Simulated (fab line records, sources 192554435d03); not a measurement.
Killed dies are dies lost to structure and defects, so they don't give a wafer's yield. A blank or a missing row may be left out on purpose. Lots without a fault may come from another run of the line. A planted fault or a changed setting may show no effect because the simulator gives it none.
Chamber matching | flow n5_finfet | N5_BEOL_M1_CO_CAP_55 on cvd_co-01: 3 sister chambers
The step material Co, precursor CCTBA/H2, target thk 2 nm, time 102.1 s. 3 wafers are shown with their chamber, then 7 later ones without.

WAFERS WITH THEIR CHAMBER
wafer  | chamber | heater_power_w (W)
L796.4 | 1       | 231
L797.2 | 2       | 189
L797.3 | 0       | 231

WAFERS WITHOUT THEIR CHAMBER
wafer  | heater_power_w (W)
L797.6 | 229
L807.3 | 228
L807.4 | 225
L807.6 | 188
L813.1 | 189
L813.2 | 228
L813.5 | 188

WHICH CHAMBER EACH WENT THROUGH
wafer  | from the rows above     | in truth
L797.6 | can't be placed: 0 or 1 | 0
L807.3 | can't be placed: 0 or 1 | 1
L807.4 | can't be placed: 0 or 1 | 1
L807.6 | 2                       | 2
L813.1 | 2                       | 2
L813.2 | can't be placed: 0 or 1 | 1
L813.5 | 2                       | 2
Placed correctly: 3 of 7. Can't be placed from these rows: 4 (the true chamber is among the candidates in 4). Placed wrongly: 0.
How it was worked out, from the rows above alone: a wafer's distance from a chamber is the root of the sum, over the readings, of the square of ((its reading less the chamber's mean) divided by the reading's scatter). The wafer belongs to the nearest chamber; if the next one is less than 2 further off, it can't be placed. A chamber's mean is the mean of its shown wafers. The scatter: with one shown wafer a chamber, the root of the mean of the squares of how far each hidden wafer lies from its nearest shown one.
